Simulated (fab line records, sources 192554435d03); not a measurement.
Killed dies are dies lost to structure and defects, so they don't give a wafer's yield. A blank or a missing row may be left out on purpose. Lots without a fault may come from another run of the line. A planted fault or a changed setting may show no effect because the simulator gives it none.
Split-lot experiment | flow n5_finfet | 7 lots, 21 wafers read, on a route of 1938 steps

THE SPLIT
At N5_WELL_APT_EXPOSE_05 (exposes mask NWELL, defocus 0 nm, target cd 200 nm), the setting dose_mj was moved away from the recipe's 20.3 on 5 of the 21 wafers read, by -4.4% to +6.6%. The other wafers ran this setting at the recipe's value.

FROM THE SPLIT TO THE READING: what the file shows between them, 3 steps
- N5_WELL_APT_PEB_06: peb time 90 s
- N5_WELL_APT_DEVELOP_07: develop time 45 s
- N5_WELL_APT_HARDBAKE_12: time 120 s

THE READING
cd_nm, in nm, at N5_WELL_APT_CD_MEAS_08 (target cd 200 nm). Fault-free wafers of this fab line usually give 200.6 nm, standard deviation 1.5 nm.

wafer  | tool, chamber at the split | dose_mj as run | against the recipe | cd_nm, nm | against lot-mates on the recipe
L075.2 | krf_scanner-02, 0          | 20.3           | recipe             | 200.2     | -
L075.5 | krf_scanner-02, 0          | 21.63          | +6.6%              | 211.6     | +13.1
L075.6 | krf_scanner-02, 0          | 20.3           | recipe             | 196.8     | -
L081.1 | krf_scanner-02, 0          | 20.95          | +3.2%              | 204.5     | +4.2
L081.2 | krf_scanner-02, 0          | 20.3           | recipe             | 200.3     | -
L081.5 | krf_scanner-02, 0          | 20.95          | +3.2%              | 208.7     | +8.4
L084.2 | krf_scanner-02, 0          | 20.3           | recipe             | 197.2     | -
L084.3 | krf_scanner-02, 0          | 20.3           | recipe             | 197.8     | -
L084.6 | krf_scanner-02, 0          | 20.3           | recipe             | 198.9     | -
L086.2 | krf_scanner-02, 0          | 20.3           | recipe             | 199.1     | -
L086.3 | krf_scanner-02, 0          | 20.3           | recipe             | 201.1     | -
L086.6 | krf_scanner-02, 0          | 20.3           | recipe             | 200.1     | -
L090.2 | krf_scanner-01, 0          | 20.3           | recipe             | 199.3     | -
L090.5 | krf_scanner-01, 0          | 20.3           | recipe             | 201.5     | -
L090.6 | krf_scanner-01, 0          | 20.3           | recipe             | 199.8     | -
L091.2 | krf_scanner-01, 0          | 20.3           | recipe             | 201.7     | -
L091.3 | krf_scanner-01, 0          | 20.3           | recipe             | 199.1     | -
L091.5 | krf_scanner-01, 0          | 20.3           | recipe             | 202.1     | -
L097.1 | krf_scanner-01, 0          | 19.4           | -4.4%              | 194.7     | -5.2
L097.2 | krf_scanner-01, 0          | 19.4           | -4.4%              | 194.4     | -5.5
L097.4 | krf_scanner-01, 0          | 20.3           | recipe             | 199.9     | -

THE FIT
A straight line over all 21 wafers: cd_nm changes by +1.62 nm for each +1% of dose_mj; r = +0.91; the points scatter about the line by 1.7 nm.
The same after taking each lot's own level away (the mean of its wafers on the recipe; 21 wafers): +1.67 nm for each +1%; r = +0.94; scatter 1.4 nm.
On that fit, the largest move of dose_mj shifts the reading by 11 nm.
The lots' own levels span 197.97 to 200.97 nm, that is 2.0 times the standard deviation above.
So the lot-to-lot level changes the slope little: the two slopes agree.
Check: with one of the wafers moved furthest among these (+6.6%) left out of the fit, the line predicts +9.97 nm for it against its lot-mates. It came out at +13.1 nm against them.

OTHER SPLITS ON THESE WAFERS
These wafers also went through other splits before the reading. Each is held against what the fit with the lots' levels taken away leaves over:
other split on the same wafers | wafers away from the commonest value | r with cd_nm (lot level and that fit taken away)
N5_WELL_APT_COAT_02 spin_rpm   | 11                                   | +0.39

THE WHOLE CHAIN: every reading that the file lists as answering this split, in the file's order
step                   | what it does             | reading                                                         | change (the file's fit)              | r (the file's)
N5_WELL_APT_CD_MEAS_08 | target cd 200 nm         | cd_nm                                                           | +1.78 nm for each +1% of the setting | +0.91
N5_WELL_APT_DESCUM_13  | chemistry O2, time 7.9 s | WELL_APT.cd_nm (the simulator's own value, which no gauge read) | +1.75 nm for each +1% of the setting | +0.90

THE FILE'S OWN FIT
cd_nm changes by +1.78 nm for each +1% of dose_mj, r = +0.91.
